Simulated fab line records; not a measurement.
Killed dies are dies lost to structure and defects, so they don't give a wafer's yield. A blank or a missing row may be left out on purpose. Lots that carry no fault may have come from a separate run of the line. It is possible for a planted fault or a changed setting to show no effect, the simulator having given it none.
Chamber matching    flow nand-harc    NHARC_A_STAIRCASE_ALD_420 on ald-hk-02: 4 sister chambers
The step deposits SiO2, target thk 20 nm, pulse time 6 s, ald cycles 200. 4 wafers are shown with their chamber, then 12 later ones without.

EACH WAFER AND ITS CHAMBER
wafer   chamber  heater-power-w (W)
L086.1  2        411
L086.2  1        477
L089.1  3        486
L089.6  0        478

WAFERS MISSING THEIR CHAMBER
wafer   heater-power-w (W)
L090.1  483
L090.3  392
L090.6  472
L093.1  471
L093.3  398
L093.4  466
L096.1  476
L096.2  468
L096.5  475
L097.2  481
L097.3  466
L097.4  406

WHICH CHAMBER EACH WENT THROUGH
wafer   from the rows above           in truth
L090.1  can't be placed: 3 or 0 or 1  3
L090.3  2                             2
L090.6  can't be placed: 1 or 0 or 3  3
L093.1  can't be placed: 1 or 0 or 3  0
L093.3  2                             2
L093.4  can't be placed: 1 or 0 or 3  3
L096.1  can't be placed: 1 or 0 or 3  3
L096.2  can't be placed: 1 or 0 or 3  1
L096.5  can't be placed: 1 or 0 or 3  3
L097.2  can't be placed: 0 or 1 or 3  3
L097.3  can't be placed: 1 or 0 or 3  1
L097.4  2                             2
3 of 12 placed correctly. These rows do not allow placing 9 (true chamber among the candidates in 9). Wrongly placed: 0.
How it was worked out, from the rows above alone: a wafer's distance from a chamber is the root of the sum, over the readings, of the square of ((its reading less the chamber's mean) divided by the reading's scatter). If the next closest chamber is less than 2 further off than the closest, the wafer can't be placed; otherwise it belongs to the closest. The mean given for a chamber averages the wafers shown for that chamber. The scatter (one wafer shown for each chamber): square how far every hidden wafer sits from the nearest shown wafer, average those squares and take the square root.
